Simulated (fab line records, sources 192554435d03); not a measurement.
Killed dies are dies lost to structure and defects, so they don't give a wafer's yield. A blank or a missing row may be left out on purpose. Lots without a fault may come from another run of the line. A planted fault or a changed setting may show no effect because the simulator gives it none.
Chamber matching | flow n5_finfet | N5_BEOL_M3_ALD_84 on ald_metal-04: 4 sister chambers
The step deposits TaN, pulse time 2 s, purge time 3 s, co reactant purge time 2 s. 8 wafers are shown with their chamber, then 11 later ones without.

WAFERS WITH THEIR CHAMBER
wafer  | chamber | heater_power_w (W) | chamber_pressure_Torr (Torr)
L082.1 | 3       | 439                | 3.001
L082.2 | 2       | 456                | 3.002
L082.6 | 3       | 438                | 2.997
L087.6 | 0       | 403                | 2.995
L089.2 | 1       | 435                | 3.001
L089.5 | 1       | 441                | 3.001
L089.6 | 2       | 463                | 2.987
L090.2 | 0       | 404                | 2.993

WAFERS WITHOUT THEIR CHAMBER
wafer  | heater_power_w (W) | chamber_pressure_Torr (Torr)
L090.5 | 445                | 2.999
L090.6 | 402                | 3.002
L094.1 | 445                | 2.994
L094.3 | 406                | 3.003
L094.5 | 443                | 3.009
L096.3 | 445                | 2.993
L096.5 | 430                | 2.997
L096.6 | 462                | 3.003
L097.1 | 397                | 3.018
L097.2 | 440                | 3.000
L097.6 | 447                | 2.998

WHICH CHAMBER EACH WENT THROUGH
wafer  | from the rows above          | in truth
L090.5 | can't be placed: 3 or 1      | 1
L090.6 | 0                            | 0
L094.1 | can't be placed: 3 or 1      | 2
L094.3 | 0                            | 0
L094.5 | can't be placed: 1 or 3      | 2
L096.3 | can't be placed: 3 or 1      | 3
L096.5 | can't be placed: 1 or 3      | 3
L096.6 | 2                            | 2
L097.1 | 0                            | 0
L097.2 | can't be placed: 3 or 1      | 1
L097.6 | can't be placed: 3 or 1 or 2 | 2
Placed correctly: 4 of 11. Can't be placed from these rows: 7 (the true chamber is among the candidates in 5). Placed wrongly: 0.
How it was worked out, from the rows above alone: a wafer's distance from a chamber is the root of the sum, over the readings, of the square of ((its reading less the chamber's mean) divided by the reading's scatter). The wafer belongs to the nearest chamber; if the next one is less than 2 further off, it can't be placed. A chamber's mean is the mean of its shown wafers. The scatter: the root of (the sum of the squares of (reading less its chamber's mean) over the shown wafers, divided by (wafers less chambers)).
